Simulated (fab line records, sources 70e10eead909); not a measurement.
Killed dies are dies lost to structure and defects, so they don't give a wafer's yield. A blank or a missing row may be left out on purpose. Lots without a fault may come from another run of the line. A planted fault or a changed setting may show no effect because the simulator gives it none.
Chamber matching | flow nand_harc | NHARC_P_ZERO_WELL_DESCUM_13 on rie_diel-04: 4 sister chambers
The step chemistry O2, time 3 s. 14 wafers are shown with their chamber, then 7 later ones without.

WAFERS WITH THEIR CHAMBER
wafer  | chamber | drypump_motor_current_A (A) | throttle_valve_pct (%) | o2_flow_sccm (sccm)
L075.1 | 0       | 5.7                         | 11.314                 | 200.5
L075.2 | 1       | 5.3                         | 11.310                 | 199.6
L075.4 | 2       | 6.4                         | 11.312                 | 198.8
L076.2 | 0       | 5.7                         | 11.316                 | 200.1
L076.4 | 2       | 6.4                         | 11.312                 | 199.6
L076.6 | 0       | 5.7                         | 11.309                 | 199.9
L081.1 | 0       | 5.7                         | 11.302                 | 200.1
L081.5 | 2       | 6.4                         | 11.319                 | 200.3
L081.6 | 3       | 6.4                         | 11.297                 | 199.9
L082.1 | 2       | 6.4                         | 11.317                 | 200.4
L082.3 | 1       | 5.3                         | 11.313                 | 199.3
L082.6 | 1       | 5.3                         | 11.303                 | 200.0
L083.4 | 3       | 6.5                         | 11.299                 | 200.5
L083.5 | 0       | 5.7                         | 11.318                 | 200.3

SIGNATURES (means of the wafers above)
reading                 | chamber 0 | chamber 1 | chamber 2 | chamber 3 | scatter within a chamber
drypump_motor_current_A | 5.700     | 5.300     | 6.400     | 6.450     | 0.0224
throttle_valve_pct      | 11.31180  | 11.30867  | 11.31500  | 11.29800  | 0.00507
o2_flow_sccm            | 200.180   | 199.633   | 199.775   | 200.200   | 0.478
Rule: a wafer's distance from a chamber is the root of the sum, over the readings, of the square of ((its reading less the chamber's mean) divided by the reading's scatter). The wafer belongs to the nearest chamber; if the next one is less than 2 further off, it can't be placed. The scatter: the root of (the sum of the squares of (reading less its chamber's mean) over the shown wafers, divided by (wafers less chambers)).

WAFERS WITHOUT THEIR CHAMBER
wafer  | drypump_motor_current_A (A) | throttle_valve_pct (%) | o2_flow_sccm (sccm)
L083.6 | 5.3                         | 11.313                 | 199.3
L085.2 | 6.4                         | 11.305                 | 199.9
L085.4 | 6.5                         | 11.312                 | 201.0
L085.6 | 6.4                         | 11.303                 | 200.0
L095.1 | 5.3                         | 11.312                 | 200.8
L095.5 | 5.3                         | 11.312                 | 200.6
L095.6 | 5.8                         | 11.305                 | 200.9

WHICH CHAMBER EACH WENT THROUGH
wafer  | from the rows above     | in truth
L083.6 | 1                       | 1
L085.2 | can't be placed: 2 or 3 | 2
L085.4 | can't be placed: 3 or 2 | 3
L085.6 | can't be placed: 2 or 3 | 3
L095.1 | 1                       | 1
L095.5 | 1                       | 1
L095.6 | 0                       | 0
Placed correctly: 4 of 7. Can't be placed from these rows: 3 (the true chamber is among the candidates in 3). Placed wrongly: 0.
